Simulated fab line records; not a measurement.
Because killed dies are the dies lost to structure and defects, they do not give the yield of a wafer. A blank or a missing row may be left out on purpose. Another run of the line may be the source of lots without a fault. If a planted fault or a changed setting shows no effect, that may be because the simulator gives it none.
Chamber matching | flow nand_harc | rie_diel-04 running NHARC_A_CHANNEL_HOLE_D1_ETCH_44: 4 sister chambers
The step etches the open film in CF4/O2, target depth 140 nm, overetch 14 nm, time 77 s. 24 wafers are shown with their chamber, then 12 later ones without.

## WAFERS, EACH WITH ITS CHAMBER
wafer  | chamber | showerhead_plenum_p_Torr (Torr) | drypump_motor_current_A (A) | rf_vpp_V (V)
L075.3 | 1       | 1.34                            | 5.7                         | 197.6
L075.4 | 0       | 1.26                            | 5.7                         | 196.4
L075.6 | 0       | 1.26                            | 5.8                         | 197.9
L076.3 | 2       | 1.40                            | 5.5                         | 197.6
L076.4 | 0       | 1.26                            | 5.7                         | 196.7
L076.6 | 0       | 1.26                            | 5.8                         | 197.6
L077.2 | 0       | 1.26                            | 5.8                         | 196.2
L077.3 | 2       | 1.40                            | 5.5                         | 197.8
L077.5 | 3       | 1.26                            | 6.3                         | 195.7
L080.3 | 0       | 1.26                            | 5.8                         | 195.4
L080.5 | 2       | 1.39                            | 5.4                         | 199.1
L080.6 | 1       | 1.34                            | 5.7                         | 198.4
L079.2 | 1       | 1.34                            | 5.7                         | 197.0
L079.5 | 2       | 1.39                            | 5.5                         | 199.5
L079.6 | 3       | 1.26                            | 6.3                         | 197.1
L083.1 | 0       | 1.25                            | 5.7                         | 195.6
L083.5 | 0       | 1.25                            | 5.8                         | 196.2
L083.6 | 1       | 1.34                            | 5.7                         | 197.6
L084.1 | 3       | 1.26                            | 6.3                         | 196.5
L084.3 | 1       | 1.34                            | 5.7                         | 198.7
L084.5 | 3       | 1.26                            | 6.3                         | 196.3
L087.2 | 3       | 1.26                            | 6.2                         | 196.7
L087.4 | 2       | 1.39                            | 5.5                         | 199.3
L087.6 | 0       | 1.25                            | 5.8                         | 195.3

SIGNATURES, as means of the wafers listed above
reading                  | chamber 0 | chamber 1 | chamber 2 | chamber 3 | scatter within a chamber
showerhead_plenum_p_Torr | 1.2567    | 1.3400    | 1.3940    | 1.2600    | 0.004
drypump_motor_current_A  | 5.767     | 5.700     | 5.480     | 6.280     | 0.0424
rf_vpp_V                 | 196.367   | 197.860   | 198.660   | 196.460   | 0.8
Rule: distance of a wafer from a chamber = root of the sum over the readings of ((wafer's reading minus chamber's mean) / reading's scatter) squared. The wafer belongs to the nearest chamber; if the next one is less than 2 further off, it can't be placed. The scatter is the square root of a quotient: the sum, over the shown wafers, of each reading's squared deviation from its chamber's mean, divided by wafers minus chambers.

## WAFERS WHOSE CHAMBER IS MISSING
wafer  | showerhead_plenum_p_Torr (Torr) | drypump_motor_current_A (A) | rf_vpp_V (V)
L088.1 | 1.33                            | 5.7                         | 198.5
L088.2 | 1.26                            | 6.3                         | 196.6
L088.5 | 1.33                            | 5.7                         | 197.7
L090.1 | 1.25                            | 5.8                         | 196.0
L090.4 | 1.39                            | 5.5                         | 198.6
L090.5 | 1.33                            | 5.7                         | 197.4
L093.2 | 1.26                            | 6.3                         | 195.4
L093.3 | 1.25                            | 5.8                         | 195.7
L093.6 | 1.25                            | 5.8                         | 195.1
L097.3 | 1.39                            | 5.5                         | 199.3
L097.4 | 1.26                            | 6.3                         | 196.2
L097.6 | 1.33                            | 5.7                         | 197.7

## WHICH CHAMBER EACH WENT THROUGH
wafer  | from the rows above | in truth
L088.1 | 1                   | 1
L088.2 | 3                   | 3
L088.5 | 1                   | 1
L090.1 | 0                   | 0
L090.4 | 2                   | 2
L090.5 | 1                   | 1
L093.2 | 3                   | 3
L093.3 | 0                   | 0
L093.6 | 0                   | 0
L097.3 | 2                   | 2
L097.4 | 3                   | 3
L097.6 | 1                   | 1
12 of 12 placed correctly. Left unplaced by these rows: 0. Placed wrongly: 0.
